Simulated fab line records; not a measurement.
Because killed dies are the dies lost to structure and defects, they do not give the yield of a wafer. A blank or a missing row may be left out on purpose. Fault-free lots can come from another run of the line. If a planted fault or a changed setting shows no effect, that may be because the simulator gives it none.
One fault seen from 2 desks | flow nandHarc | each desk has only its own numbers; what lay behind them comes last

== AT THE TOOL OWNER'S DESK: rieDiel-13 ==
The tool's own readings at NHARC_A_M0_ETCH_15 (etches the open film in C4F8/Ar, target depth 150 nm, overetch 15 nm, time 82.5 s): means of the sampled wafers that have a number, for each lot that ran on this tool. The brackets show how far a lot's mean lies from the usual mean; more than 4 standard deviations puts the lot out of limits, marked OUT.
Columns: A = chamberPressureMTorr at NHARC_A_M0_ETCH_15, usual 24.999 mTorr; B = oesProductAu at NHARC_A_M0_ETCH_15, usual 0.948 a.u.; C = rfVppV at NHARC_A_M0_ETCH_15, usual 442 V
lot  | first seen here | A      | B     | C
L493 | day 17 21:38    | 25.013 | 0.925 | 442
L497 | day 18 11:33    | 25.017 | 0.913 | 444
L495 | day 18 12:46    | 25.010 | 0.918 | 442
L498 | day 19 10:07    | 25.004 | 0.909 | 441
L503 | day 19 19:12    | 25.005 | 0.921 | 441
L504 | day 20 10:07    | 24.991 | 0.956 | 440
L507 | day 21 17:17    | 25.029 | 0.938 | 442
L512 | day 21 18:04    | 24.984 | 0.928 | 444
Finding of this desk: none of the 8 lots has anything out of limits.

== THE DEFECT DESK ==
Inspection counts along the route, by lot: the mean over sampled wafers that carry a number. The brackets show how far a lot's mean lies from the usual mean; more than 4 standard deviations puts the lot out of limits, marked OUT.
Columns: A = rawDefectCount at NHARC_A_BLC_INSPECT_28, usual 452
lot  | first seen here | A
L493 | day 17 20:19    | 339
L496 | day 18 06:55    | 368
L497 | day 18 10:16    | 611
L495 | day 18 11:25    | 465
L498 | day 19 08:52    | 585
L503 | day 19 18:04    | 385
L504 | day 20 08:47    | 483
L505 | day 20 13:16    | 449
L507 | day 21 15:59    | 500
L512 | day 21 16:26    | 334
L515 | day 22 13:40    | 371
Finding of this desk: none of the 11 lots has anything out of limits.

== PUT TOGETHER ==
The tool owner's desk saw nothing out of limits.
The defect desk saw nothing out of limits.

== WHAT HAD BEEN PUT IN BY THE SIMULATOR ==
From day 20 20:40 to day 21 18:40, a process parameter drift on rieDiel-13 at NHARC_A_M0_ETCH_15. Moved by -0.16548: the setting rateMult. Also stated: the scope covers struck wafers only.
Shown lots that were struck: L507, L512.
